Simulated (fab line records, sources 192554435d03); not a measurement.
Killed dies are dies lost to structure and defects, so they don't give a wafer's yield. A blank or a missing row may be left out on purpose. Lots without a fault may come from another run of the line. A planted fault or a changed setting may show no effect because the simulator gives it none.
Chamber matching | flow n5_finfet | N5_MOL_CONTACT_COAG_ALD_20 on ald_metal-02: 4 sister chambers
The step deposits TiN, target thk 1.5 nm, pulse time 1 s, purge time 3 s. 4 wafers are shown with their chamber, then 11 later ones without.

WAFERS WITH THEIR CHAMBER
wafer  | chamber | heater_power_w (W)
L087.1 | 1       | 877
L087.2 | 0       | 1070
L087.3 | 2       | 766
L086.3 | 3       | 822

WAFERS WITHOUT THEIR CHAMBER
wafer  | heater_power_w (W)
L086.4 | 886
L086.6 | 760
L090.3 | 798
L090.4 | 883
L090.6 | 840
L093.1 | 862
L093.5 | 865
L093.6 | 781
L092.4 | 767
L092.5 | 783
L092.6 | 877

WHICH CHAMBER EACH WENT THROUGH
wafer  | from the rows above     | in truth
L086.4 | 1                       | 1
L086.6 | 2                       | 2
L090.3 | can't be placed: 3 or 2 | 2
L090.4 | 1                       | 1
L090.6 | can't be placed: 3 or 1 | 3
L093.1 | can't be placed: 1 or 3 | 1
L093.5 | 1                       | 1
L093.6 | can't be placed: 2 or 3 | 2
L092.4 | 2                       | 2
L092.5 | can't be placed: 2 or 3 | 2
L092.6 | 1                       | 1
Placed correctly: 6 of 11. Can't be placed from these rows: 5 (the true chamber is among the candidates in 5). Placed wrongly: 0.
How it was worked out, from the rows above alone: a wafer's distance from a chamber is the root of the sum, over the readings, of the square of ((its reading less the chamber's mean) divided by the reading's scatter). The wafer belongs to the nearest chamber; if the next one is less than 2 further off, it can't be placed. A chamber's mean is the mean of its shown wafers. The scatter: with one shown wafer a chamber, the root of the mean of the squares of how far each hidden wafer lies from its nearest shown one.
